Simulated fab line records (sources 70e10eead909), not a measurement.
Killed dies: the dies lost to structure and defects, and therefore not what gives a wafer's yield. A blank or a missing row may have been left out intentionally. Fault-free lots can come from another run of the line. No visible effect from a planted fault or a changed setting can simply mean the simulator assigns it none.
Which tool is to blame?	flow nand-harc	24 lots with 72 wafers sampled at 3 steps, on a route of 1302 steps

WHAT THE GAUGES READ, wafer by wafer
NHARC_A_BLC_INSPECT_28. Usual: raw-defect-count reads 501 (standard deviation 120).
lot	measured	on	raw-defect-count	flag
L074	day 22 20:41	defect-inspect-02	695 573 472	
L075	day 23 02:44	defect-inspect-02	973 541 598	
L076	day 23 03:46	defect-inspect-01	414 439 304	
L077	day 23 16:38	defect-inspect-01	426 485 386	
L078	day 24 03:10	defect-inspect-01	515 447 416	
L079	day 24 10:09	defect-inspect-01	559 515 444	
L080	day 25 02:58	defect-inspect-02	573 589 573	
L081	day 25 20:11	defect-inspect-02	601 579 659	
L083	day 26 08:56	defect-inspect-01	350 274 401	
L082	day 26 10:32	defect-inspect-02	521 762 643	
L084	day 27 10:34	defect-inspect-02	561 524 760	
L085	day 27 12:14	defect-inspect-01	467 496 439	
L087	day 28 00:50	defect-inspect-02	579 506 495	
L088	day 28 03:02	defect-inspect-01	461 330 322	
L086	day 28 03:49	defect-inspect-01	663 429 388	
L089	day 28 05:12	defect-inspect-02	432 495 423	
L091	day 29 05:45	defect-inspect-02	414 467 697	
L090	day 29 07:30	defect-inspect-01	526 410 434	
L092	day 30 02:31	defect-inspect-01	458 648 444	
L093	day 30 07:12	defect-inspect-02	568 505 442	
L094	day 30 11:27	defect-inspect-01	582 443 490	
L095	day 31 05:16	defect-inspect-01	429 353 443	
L096	day 31 05:50	defect-inspect-02	696 350 358	
L097	day 32 23:50	defect-inspect-02	409 336 355	

WHAT TOOL EACH LOT RAN ON (gives the tool, then ch and the chambers of the sampled wafers, and finally the start)
lot	NHARC_A_BLC_ETCH_18	NHARC_A_BLC_ALD_23
L074	rie-diel-02 ch 0,1,2, day 22 19:30 or earlier	ald-metal-01 ch 1,2,3, day 22 19:30
L075	rie-diel-02 ch 1,2, day 23 01:38 or earlier	ald-metal-02 ch 0,1,3, day 23 01:38
L076	rie-diel-11 ch 0,1,2, day 23 02:36 or earlier	ald-metal-03 ch 0,2,3, day 23 02:36
L077	rie-diel-11 ch 1,2,3, day 23 15:30 or earlier	ald-metal-03 ch 0,1,2, day 23 15:30
L078	rie-diel-02 ch 1,2,3, day 24 01:43 or earlier	ald-metal-03 ch 0,1,2, day 24 01:43
L079	rie-diel-02 ch 0,1,2, day 24 09:01 or earlier	ald-metal-02 ch 0,1,3, day 24 09:01
L080	rie-diel-11 ch 0,2,3, day 25 01:52 or earlier	ald-metal-01 ch 1,2,3, day 25 01:52
L081	rie-diel-02 ch 0,1,3, day 25 19:07 or earlier	ald-metal-03 ch 0,1,3, day 25 19:07
L083	rie-diel-02 ch 1,3, day 26 07:51 or earlier	ald-metal-03 ch 0,1,3, day 26 07:51
L082	rie-diel-02 ch 0,1,2, day 26 09:25 or earlier	ald-metal-02 ch 0,3, day 26 09:25
L084	rie-diel-02 ch 0,2,3, day 27 09:25 or earlier	ald-metal-02 ch 0,1, day 27 09:25
L085	rie-diel-11 ch 1,3, day 27 11:05 or earlier	ald-metal-01 ch 0,3, day 27 11:05
L087	rie-diel-02 ch 0,2,3, day 27 23:44 or earlier	ald-metal-03 ch 0,1,2, day 27 23:44
L088	rie-diel-11 ch 0,1,2, day 28 01:53 or earlier	ald-metal-01 ch 0,1,3, day 28 01:53
L086	rie-diel-02 ch 0,2,3, day 28 02:41 or earlier	ald-metal-02 ch 0,1,3, day 28 02:41
L089	rie-diel-11 ch 0,2,3, day 28 04:04 or earlier	ald-metal-03 ch 0,2,3, day 28 04:04
L091	rie-diel-02 ch 1,2,3, day 29 04:38 or earlier	ald-metal-03 ch 0,1,2, day 29 04:38
L090	rie-diel-02 ch 1,2,3, day 29 06:24 or earlier	ald-metal-01 ch 1,2,3, day 29 06:24
L092	rie-diel-11 ch 2,3, day 30 00:58 or earlier	ald-metal-02 ch 0,2,3, day 30 00:58
L093	rie-diel-07 ch 1,2, day 30 06:04 or earlier	ald-metal-02 ch 0,1,2, day 30 06:04
L094	rie-diel-11 ch 0,1,2, day 30 10:20 or earlier	ald-metal-02 ch 0,2,3, day 30 10:20
L095	rie-diel-11 ch 2,3, day 31 04:07 or earlier	ald-metal-01 ch 1,2, day 31 04:07
L096	rie-diel-02 ch 0,2,3, day 31 04:43 or earlier	ald-metal-02 ch 1,3, day 31 04:43
L097	rie-diel-02 ch 0,1,2, day 32 22:44 or earlier	ald-metal-01 ch 0,2, day 32 22:44
- NHARC_A_BLC_ETCH_18: etches the open film in C4F8/O2/Ar, target depth 910 nm.
- NHARC_A_BLC_ALD_23: deposits TiN, target thk 3 nm, pulse time 1 s, ald cycles 150.

AS READ BY THE TOOLS THEMSELVES (means over the sampled wafers that have a number; for cases with no such wafer, the mark the record gives instead)
NHARC_A_BLC_ETCH_18. Usual: oes-product-au 0.952 a.u., standard deviation 0.02; rf-vpp-V 979 V, standard deviation 6.7.
lot	tool	oes-product-au (a.u.)	rf-vpp-V (V)	flag
L074	rie-diel-02	0.926	982	
L075	rie-diel-02	0.953	986	
L076	rie-diel-11	0.966	975	
L077	rie-diel-11	0.951	980	
L078	rie-diel-02	0.919	981	
L079	rie-diel-02	0.961	983	
L080	rie-diel-11	0.926	978	
L081	rie-diel-02	0.971	977	
L083	rie-diel-02	0.956	975	
L082	rie-diel-02	0.968	984	
L084	rie-diel-02	0.956	978	
L085	rie-diel-11	0.962	982	
L087	rie-diel-02	0.957	977	
L088	rie-diel-11	0.956	976	
L086	rie-diel-02	0.958	978	
L089	rie-diel-11	0.955	979	
L091	rie-diel-02	0.957	979	
L090	rie-diel-02	0.925	980	
L092	rie-diel-11	0.956	982	
L093	rie-diel-07	0.973	977	
L094	rie-diel-11	0.968	976	
L095	rie-diel-11	0.926	983	
L096	rie-diel-02	0.969	977	
L097	rie-diel-02	0.961	983	

NHARC_A_BLC_ALD_23. Usual: heater-power-w 1109 W, standard deviation 130; precursor-pulse-height-rel 1.001, standard deviation 0.02.
lot	tool	heater-power-w (W)	precursor-pulse-height-rel	flag
L074	ald-metal-01	1100	0.997	
L075	ald-metal-02	1170	0.978	
L076	ald-metal-03	1026	0.995	
L077	ald-metal-03	1076	1.006	
L078	ald-metal-03	1072	1.015	
L079	ald-metal-02	1136	1.000	
L080	ald-metal-01	1111	1.009	
L081	ald-metal-03	1019	1.012	
L083	ald-metal-03	1013	1.008	
L082	ald-metal-02	1133	1.002	
L084	ald-metal-02	1028	1.000	
L085	ald-metal-01	1143	1.002	
L087	ald-metal-03	1027	0.999	
L088	ald-metal-01	1145	1.004	
L086	ald-metal-02	1130	1.005	
L089	ald-metal-03	1008	0.983	
L091	ald-metal-03	1006	0.989	
L090	ald-metal-01	1094	1.010	
L092	ald-metal-02	1211	1.010	
L093	ald-metal-02	1128	0.999	
L094	ald-metal-02	1227	0.979	
L095	ald-metal-01	1087	1.006	
L096	ald-metal-02	1219	0.985	
L097	ald-metal-01	1132	0.995	

THE ANSWER, worked out from the rows above alone
Rule: take the mean of a lot's wafers that have a number; if it is more than 3 standard deviations from the usual mean, the lot is off. A lot without any number at a reading at which 4 lots or more have one is off too. All remaining lots with rows at the step are treated as sound. After the gauges, taken in route order, come the tools' own readings; for these a lot's mean is taken, as printed above. At the first step where some lot is off, the reading lying furthest off is the one used; lots without a number count as furthest.
None of the lots is off at any reading shown; this tells nothing.

WHAT HAD BEEN PUT IN BY THE SIMULATOR
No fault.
